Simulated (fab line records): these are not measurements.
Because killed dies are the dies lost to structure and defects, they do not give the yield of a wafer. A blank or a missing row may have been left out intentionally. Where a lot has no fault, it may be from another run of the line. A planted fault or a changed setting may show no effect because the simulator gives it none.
The tool behind it: which one? / flow nand harc / 11 lots, 33 wafers sampled, at 6 steps of a route of 1159

## WHAT THE GAUGES SHOWED, per wafer
NHARC_P_BONDPAD_CD_MEAS_09: target cd 500 nm.
lot=L167; measured=day 6 10:18; on=cd sem-01; cd nm (nm)=498.8 497.9 497.1
lot=L168; measured=day 6 19:55; on=cd sem-01; cd nm (nm)=499.4 500.6 501.7
lot=L169; measured=day 7 00:39; on=cd sem-02; cd nm (nm)=499.6 497.8 499.5
lot=L171; measured=day 7 02:44; on=cd sem-02; cd nm (nm)=501.1 499.3 499.1
lot=L176; measured=day 8 19:35; on=cd sem-03; cd nm (nm)=499.8 499.9 500.6
lot=L175; measured=day 8 20:16; on=cd sem-03; cd nm (nm)=501.2 499.9 499.4
lot=L181; measured=day 10 02:13; on=cd sem-03; cd nm (nm)=501.5 500.2 500.2
lot=L182; measured=day 10 15:01; on=cd sem-02; cd nm (nm)=511.5 512.2 513.0 511.2 512.6 513.0
lot=L183; measured=day 10 15:57; on=cd sem-03; cd nm (nm)=498.0 498.8 498.9
lot=L184; measured=day 11 00:32; on=cd sem-01; cd nm (nm)=498.4 499.3 499.2
lot=L187; measured=day 11 11:22; on=cd sem-01; cd nm (nm)=511.3 509.5 512.0 511.5 509.4 511.7

NHARC_END_SORT_01.
lot=L167; measured=day 19 22:22; on=prober-01; defect limited yield (%)=96.2 95.7 95.6; killed at array=20 27 28; killed at other=0 0 0; killed at periphery=6 2 2; killed dies=26 29 30; killed open=4 3 3; killed short=3 2 1; sort_bin_2_pct (%)=1.9 1.2 1.0; sort_bin_3_pct (%)=0.15 0.15 0.30; sort_bin_4_pct (%)=1.8 3.0 3.1; sort n pass=651 648 647; sort rim yield pct (%)=94.3 97.2 93.4; sort yield pct (%)=96.2 95.7 95.6
lot=L168; measured=day 20 06:58; on=prober-01; defect limited yield (%)=95.4 95.1 96.0; killed at array=28 29 24; killed at other=1 1 2; killed at periphery=2 3 1; killed dies=31 33 27; killed open=2 4 4; killed short=5 2 1; sort_bin_2_pct (%)=1.6 1.6 1.2; sort_bin_3_pct (%)=0.15 0.15 0.30; sort_bin_4_pct (%)=2.8 3.1 2.5; sort n pass=646 644 650; sort rim yield pct (%)=94.3 96.2 97.2; sort yield pct (%)=95.4 95.1 96.0
lot=L169; measured=day 20 07:22; on=prober-02; defect limited yield (%)=96.3 95.6 96.5; killed at array=24 25 20; killed at other=1 0 1; killed at periphery=0 5 3; killed dies=25 30 24; killed open=3 3 3; killed short=1 3 1; sort_bin_2_pct (%)=1.3 1.2 1.6; sort_bin_3_pct (%)=0.15 0.15 0.30; sort_bin_4_pct (%)=2.2 3.1 1.6; sort n pass=652 647 653; sort rim yield pct (%)=96.2 97.2 95.3; sort yield pct (%)=96.3 95.6 96.5
lot=L171; measured=day 20 14:44; on=prober-01; defect limited yield (%)=95.6 97.3 96.2; killed at array=24 15 18; killed at other=1 0 2; killed at periphery=5 3 6; killed dies=30 18 26; killed open=3 3 3; killed short=2 1 3; sort_bin_2_pct (%)=1.2 0.6 1.3; sort_bin_3_pct (%)=0 0.15 0.15; sort_bin_4_pct (%)=3.2 1.9 2.4; sort n pass=647 659 651; sort rim yield pct (%)=97.2 99.1 97.2; sort yield pct (%)=95.6 97.3 96.2
lot=L176; measured=day 21 16:49; on=prober-01; defect limited yield (%)=91.7 94.8 94.8; killed at array=55 33 32; killed at other=0 1 0; killed at periphery=1 1 3; killed dies=56 35 35; killed open=3 1 4; killed short=2 2 2; sort_bin_2_pct (%)=3.0 1.6 2.4; sort_bin_3_pct (%)=0.89 0.30 0.30; sort_bin_4_pct (%)=4.4 3.2 2.5; sort n pass=621 642 642; sort rim yield pct (%)=96.2 96.2 95.3; sort yield pct (%)=91.7 94.8 94.8
lot=L175; measured=day 21 18:25; on=prober-02; defect limited yield (%)=97.2 97.9 97.0; killed at array=15 10 15; killed at other=0 1 0; killed at periphery=4 3 5; killed dies=19 14 20; killed open=1 4 2; killed short=4 2 2; sort_bin_2_pct (%)=1.2 0.4 1.0; sort_bin_3_pct (%)=0.30 0 0; sort_bin_4_pct (%)=1.3 1.6 1.9; sort n pass=658 663 657; sort rim yield pct (%)=96.2 98.1 94.3; sort yield pct (%)=97.2 97.9 97.0
lot=L181; measured=day 22 11:56; on=prober-01; defect limited yield (%)=95.0 93.2 93.2; killed at array=32 44 45; killed at other=0 0 1; killed at periphery=2 2 0; killed dies=34 46 46; killed open=2 4 1; killed short=0 4 2; sort_bin_2_pct (%)=1.9 2.4 2.4; sort_bin_3_pct (%)=0.74 0.30 0.30; sort_bin_4_pct (%)=2.4 4.1 4.1; sort n pass=643 631 631; sort rim yield pct (%)=93.4 95.3 97.2; sort yield pct (%)=95.0 93.2 93.2
lot=L182; measured=day 23 10:17; on=prober-02; defect limited yield (%)=93.6 94.4 93.8; killed at array=38 34 32; killed at other=2 1 4; killed at periphery=3 3 6; killed dies=43 38 42; killed open=3 2 4; killed short=2 4 0; sort_bin_2_pct (%)=3.0 1.3 2.4; sort_bin_3_pct (%)=0.44 0.44 0; sort_bin_4_pct (%)=3.0 3.8 3.8; sort n pass=634 639 635; sort rim yield pct (%)=85.8 95.3 92.5; sort yield pct (%)=93.6 94.4 93.8
lot=L183; measured=day 23 10:21; on=prober-01; defect limited yield (%)=97.8 97.8 96.0; killed at array=11 9 19; killed at other=0 0 0; killed at periphery=4 6 8; killed dies=15 15 27; killed open=3 1 5; killed short=1 1 1; sort_bin_2_pct (%)=0.7 0.9 0.6; sort_bin_3_pct (%)=0.30 0 0.30; sort_bin_4_pct (%)=1.2 1.3 3.1; sort n pass=662 662 650; sort rim yield pct (%)=97.2 96.2 98.1; sort yield pct (%)=97.8 97.8 96.0
lot=L184; measured=day 23 19:26; on=prober-01; defect limited yield (%)=97.3 97.2 97.0; killed at array=14 15 19; killed at other=1 1 0; killed at periphery=3 3 1; killed dies=18 19 20; killed open=4 2 3; killed short=2 1 1; sort_bin_2_pct (%)=0.7 0.6 1.2; sort_bin_3_pct (%)=0 0 0; sort_bin_4_pct (%)=1.9 2.2 1.8; sort n pass=659 658 657; sort rim yield pct (%)=96.2 95.3 96.2; sort yield pct (%)=97.3 97.2 97.0
lot=L187; measured=day 24 08:11; on=prober-01; defect limited yield (%)=93.8 93.5 93.4; killed at array=39 40 42; killed at other=0 1 0; killed at periphery=3 3 3; killed dies=42 44 45; killed open=1 2 3; killed short=1 3 0; sort_bin_2_pct (%)=2.5 1.8 2.2; sort_bin_3_pct (%)=0.44 0.15 0.30; sort_bin_4_pct (%)=3.2 4.6 4.1; sort n pass=635 633 632; sort rim yield pct (%)=95.3 89.6 98.1; sort yield pct (%)=93.8 93.5 93.4

## TOOL THAT RAN EACH LOT (tool first, then ch and the chambers of the sampled wafers, then the start)
lot=L167; NHARC_P_M2_ETCH_28=rie diel-04 ch 0,1, day 6 08:39 or earlier; NHARC_P_M2_PRE_CLEAN_30=pvd sputter-01, day 6 08:39 or earlier; NHARC_P_M2_DEP_33=pecvd-03 ch 0,2, day 6 08:39; NHARC_P_BONDPAD_EXPOSE_06=krf scanner-02 ch 0, day 6 10:09
lot=L168; NHARC_P_M2_ETCH_28=rie diel-03 ch 0,1,3, day 6 18:17 or earlier; NHARC_P_M2_PRE_CLEAN_30=pvd sputter-02, day 6 18:17 or earlier; NHARC_P_M2_DEP_33=pecvd-04 ch 0,1, day 6 18:17; NHARC_P_BONDPAD_EXPOSE_06=krf scanner-03 ch 0, day 6 19:47
lot=L169; NHARC_P_M2_ETCH_28=rie diel-04 ch 0,3, day 6 23:11 or earlier; NHARC_P_M2_PRE_CLEAN_30=pvd sputter-03, day 6 23:11 or earlier; NHARC_P_M2_DEP_33=pecvd-02 ch 0,1,2, day 6 23:11; NHARC_P_BONDPAD_EXPOSE_06=krf scanner-03 ch 0, day 7 00:30
lot=L171; NHARC_P_M2_ETCH_28=rie diel-04 ch 0,1,2, day 7 01:04 or earlier; NHARC_P_M2_PRE_CLEAN_30=pvd sputter-03, day 7 01:04 or earlier; NHARC_P_M2_DEP_33=pecvd-04 ch 0,1, day 7 01:04; NHARC_P_BONDPAD_EXPOSE_06=krf scanner-02 ch 0, day 7 02:35
lot=L176; NHARC_P_M2_ETCH_28=rie diel-03 ch 1,3, day 8 18:05 or earlier; NHARC_P_M2_PRE_CLEAN_30=pvd sputter-01, day 8 18:05 or earlier; NHARC_P_M2_DEP_33=pecvd-04 ch 1,2, day 8 18:05; NHARC_P_BONDPAD_EXPOSE_06=krf scanner-03 ch 0, day 8 19:26
lot=L175; NHARC_P_M2_ETCH_28=rie diel-04 ch 0,1, day 8 18:38 or earlier; NHARC_P_M2_PRE_CLEAN_30=pvd sputter-02, day 8 18:38 or earlier; NHARC_P_M2_DEP_33=pecvd-03 ch 1,2, day 8 18:38; NHARC_P_BONDPAD_EXPOSE_06=krf scanner-01 ch 0, day 8 20:08
lot=L181; NHARC_P_M2_ETCH_28=rie diel-04 ch 0,1,2, day 10 00:44 or earlier; NHARC_P_M2_PRE_CLEAN_30=pvd sputter-03, day 10 00:44 or earlier; NHARC_P_M2_DEP_33=pecvd-02 ch 0,1,2, day 10 00:44; NHARC_P_BONDPAD_EXPOSE_06=krf scanner-03 ch 0, day 10 02:04
lot=L182; NHARC_P_M2_ETCH_28=rie diel-04 ch 1,2,3, day 10 13:14 or earlier; NHARC_P_M2_PRE_CLEAN_30=pvd sputter-01, day 10 13:14 or earlier; NHARC_P_M2_DEP_33=pecvd-03 ch 0,1, day 10 13:14; NHARC_P_BONDPAD_EXPOSE_06=krf scanner-03 ch 0, day 10 14:52
lot=L183; NHARC_P_M2_ETCH_28=rie diel-04 ch 0,2,3, day 10 14:23 or earlier; NHARC_P_M2_PRE_CLEAN_30=pvd sputter-01, day 10 14:23 or earlier; NHARC_P_M2_DEP_33=pecvd-02 ch 1,2, day 10 14:23; NHARC_P_BONDPAD_EXPOSE_06=krf scanner-01 ch 0, day 10 15:48
lot=L184; NHARC_P_M2_ETCH_28=rie diel-04 ch 0,1,3, day 10 23:01 or earlier; NHARC_P_M2_PRE_CLEAN_30=pvd sputter-02, day 10 23:01 or earlier; NHARC_P_M2_DEP_33=pecvd-04 ch 0,1, day 10 23:01; NHARC_P_BONDPAD_EXPOSE_06=krf scanner-02 ch 0, day 11 00:23
lot=L187; NHARC_P_M2_ETCH_28=rie diel-03 ch 0,3, day 11 09:41 or earlier; NHARC_P_M2_PRE_CLEAN_30=pvd sputter-02, day 11 09:41 or earlier; NHARC_P_M2_DEP_33=pecvd-03 ch 0,1,2, day 11 09:41; NHARC_P_BONDPAD_EXPOSE_06=krf scanner-03 ch 0, day 11 11:13
- NHARC_P_M2_ETCH_28: etches the open film in CF4/N2, target depth 30 nm, time 72.99 s.
- NHARC_P_M2_PRE_CLEAN_30: time 30 s.
- NHARC_P_M2_DEP_33: deposits SiCN, target thk 30 nm.
- NHARC_P_BONDPAD_EXPOSE_06: exposes mask P BPAD.

## WHAT THE TOOLS THEMSELVES READ (means of the sampled wafers that have a number; where no wafer has one, the mark that the record gives instead)
NHARC_P_M2_ETCH_28.
lot=L167; tool=rie diel-04; bias w (W)=100.02; drypump motor current A (A)=6.06; oes product au (a.u.)=1.000; rf vpp V (V)=311.9; showerhead plenum p Torr (Torr)=2.51; throttle valve pct (%)=19.800
lot=L168; tool=rie diel-03; bias w (W)=100.08; drypump motor current A (A)=6.08; oes product au (a.u.)=0.999; rf vpp V (V)=315.3; showerhead plenum p Torr (Torr)=2.66; throttle valve pct (%)=19.784
lot=L169; tool=rie diel-04; bias w (W)=100.06; drypump motor current A (A)=5.97; oes product au (a.u.)=1.005; rf vpp V (V)=315.3; showerhead plenum p Torr (Torr)=2.68; throttle valve pct (%)=19.801
lot=L171; tool=rie diel-04; bias w (W)=99.84; drypump motor current A (A)=6.04; oes product au (a.u.)=0.998; rf vpp V (V)=314.1; showerhead plenum p Torr (Torr)=2.56; throttle valve pct (%)=19.790
lot=L176; tool=rie diel-03; bias w (W)=100.02; drypump motor current A (A)=5.99; oes product au (a.u.)=0.991; rf vpp V (V)=315.1; showerhead plenum p Torr (Torr)=2.71; throttle valve pct (%)=19.794
lot=L175; tool=rie diel-04; bias w (W)=100.07; drypump motor current A (A)=5.84; oes product au (a.u.)=0.993; rf vpp V (V)=312.4; showerhead plenum p Torr (Torr)=2.57; throttle valve pct (%)=19.796
lot=L181; tool=rie diel-04; bias w (W)=100.21; drypump motor current A (A)=6.04; oes product au (a.u.)=1.008; rf vpp V (V)=313.4; showerhead plenum p Torr (Torr)=2.56; throttle valve pct (%)=19.797
lot=L182; tool=rie diel-04; bias w (W)=100.16; drypump motor current A (A)=5.91; oes product au (a.u.)=0.996; rf vpp V (V)=315.3; showerhead plenum p Torr (Torr)=2.67; throttle valve pct (%)=19.798
lot=L183; tool=rie diel-04; bias w (W)=100.00; drypump motor current A (A)=6.08; oes product au (a.u.)=0.998; rf vpp V (V)=314.5; showerhead plenum p Torr (Torr)=2.62; throttle valve pct (%)=19.798
lot=L184; tool=rie diel-04; bias w (W)=100.15; drypump motor current A (A)=5.92; oes product au (a.u.)=1.000; rf vpp V (V)=314.1; showerhead plenum p Torr (Torr)=2.62; throttle valve pct (%)=19.791
lot=L187; tool=rie diel-03; bias w (W)=100.00; drypump motor current A (A)=6.17; oes product au (a.u.)=1.008; rf vpp V (V)=313.3; showerhead plenum p Torr (Torr)=2.61; throttle valve pct (%)=19.800

NHARC_P_M2_PRE_CLEAN_30.
lot=L167; tool=pvd sputter-01; heater power w (W)=427
lot=L168; tool=pvd sputter-02; heater power w (W)=425
lot=L169; tool=pvd sputter-03; heater power w (W)=429
lot=L171; tool=pvd sputter-03; heater power w (W)=445
lot=L176; tool=pvd sputter-01; heater power w (W)=396
lot=L175; tool=pvd sputter-02; heater power w (W)=426
lot=L181; tool=pvd sputter-03; heater power w (W)=420
lot=L182; tool=pvd sputter-01; heater power w (W)=405
lot=L183; tool=pvd sputter-01; heater power w (W)=415
lot=L184; tool=pvd sputter-02; heater power w (W)=429
lot=L187; tool=pvd sputter-02; heater power w (W)=444

NHARC_P_M2_DEP_33.
lot=L167; tool=pecvd-03; heater power w (W)=615
lot=L168; tool=pecvd-04; heater power w (W)=511
lot=L169; tool=pecvd-02; heater power w (W)=607
lot=L171; tool=pecvd-04; heater power w (W)=481
lot=L176; tool=pecvd-04; heater power w (W)=558
lot=L175; tool=pecvd-03; heater power w (W)=611
lot=L181; tool=pecvd-02; heater power w (W)=626
lot=L182; tool=pecvd-03; heater power w (W)=640
lot=L183; tool=pecvd-02; heater power w (W)=568
lot=L184; tool=pecvd-04; heater power w (W)=444
lot=L187; tool=pecvd-03; heater power w (W)=625

NHARC_P_BONDPAD_EXPOSE_06.
lot=L167; tool=krf scanner-02; exposure dose mJ cm2=37.08; reticle temp C (C)=22.95
lot=L168; tool=krf scanner-03; exposure dose mJ cm2=37.03; reticle temp C (C)=23.02
lot=L169; tool=krf scanner-03; exposure dose mJ cm2=37.04; reticle temp C (C)=22.95
lot=L171; tool=krf scanner-02; exposure dose mJ cm2=37.04; reticle temp C (C)=22.85
lot=L176; tool=krf scanner-03; exposure dose mJ cm2=37.09; reticle temp C (C)=23.14
lot=L175; tool=krf scanner-01; exposure dose mJ cm2=37.05; reticle temp C (C)=22.91
lot=L181; tool=krf scanner-03; exposure dose mJ cm2=37.04; reticle temp C (C)=22.92
lot=L182; tool=krf scanner-03; exposure dose mJ cm2=53.63; reticle temp C (C)=22.86
lot=L183; tool=krf scanner-01; exposure dose mJ cm2=37.04; reticle temp C (C)=23.03
lot=L184; tool=krf scanner-02; exposure dose mJ cm2=37.04; reticle temp C (C)=22.97
lot=L187; tool=krf scanner-03; exposure dose mJ cm2=50.35; reticle temp C (C)=23.01

## THE ANSWER, worked out from the rows above alone
Rule: the lots themselves supply what counts as usual. The widest of any qualifying gaps counts: lots, ordered by their means at a reading, are off when they make up no more than a third of the lots, leave a main group of 4 or more, and stand apart from it by 3 or more times the standard deviation of that group's means. A main group is skipped when, at the precision printed for the reading in the tables above, its means are all equal. Also off: a lot with no number at a reading for which 4 or more lots have one. The other lots that the step has rows for count as sound. The gauges are gone through in route order, then the tools' own readings, and for those a lot's mean is taken as printed above. At the first step where some lot is off, the reading lying furthest off is the one used; lots without a number count as furthest.
Off: L182, L187, at NHARC_P_BONDPAD_CD_MEAS_09 (cd nm). For the main group the mean is 499.5 nm and the standard deviation 0.9.
A tool fits if, at a process step before that reading, it ran every lot that is off, and no sound lot after the first of them. The gauges at NHARC_P_BONDPAD_CD_MEAS_09 aren't tried: what is off there is off at NHARC_P_BONDPAD_EXPOSE_06 too, on other tools, and a gauge's error can't cause that. With no start given for some of its lots, NHARC_P_M2_ETCH_28 uses the hours and lot order of NHARC_P_M2_DEP_33. With no start given for some of its lots, NHARC_P_M2_PRE_CLEAN_30 uses the hours and lot order of NHARC_P_M2_DEP_33. This does not decide it: 2 tools fit, namely pecvd-03 at NHARC_P_M2_DEP_33 and krf scanner-03 at NHARC_P_BONDPAD_EXPOSE_06.

## WHAT HAD BEEN PUT IN BY THE SIMULATOR
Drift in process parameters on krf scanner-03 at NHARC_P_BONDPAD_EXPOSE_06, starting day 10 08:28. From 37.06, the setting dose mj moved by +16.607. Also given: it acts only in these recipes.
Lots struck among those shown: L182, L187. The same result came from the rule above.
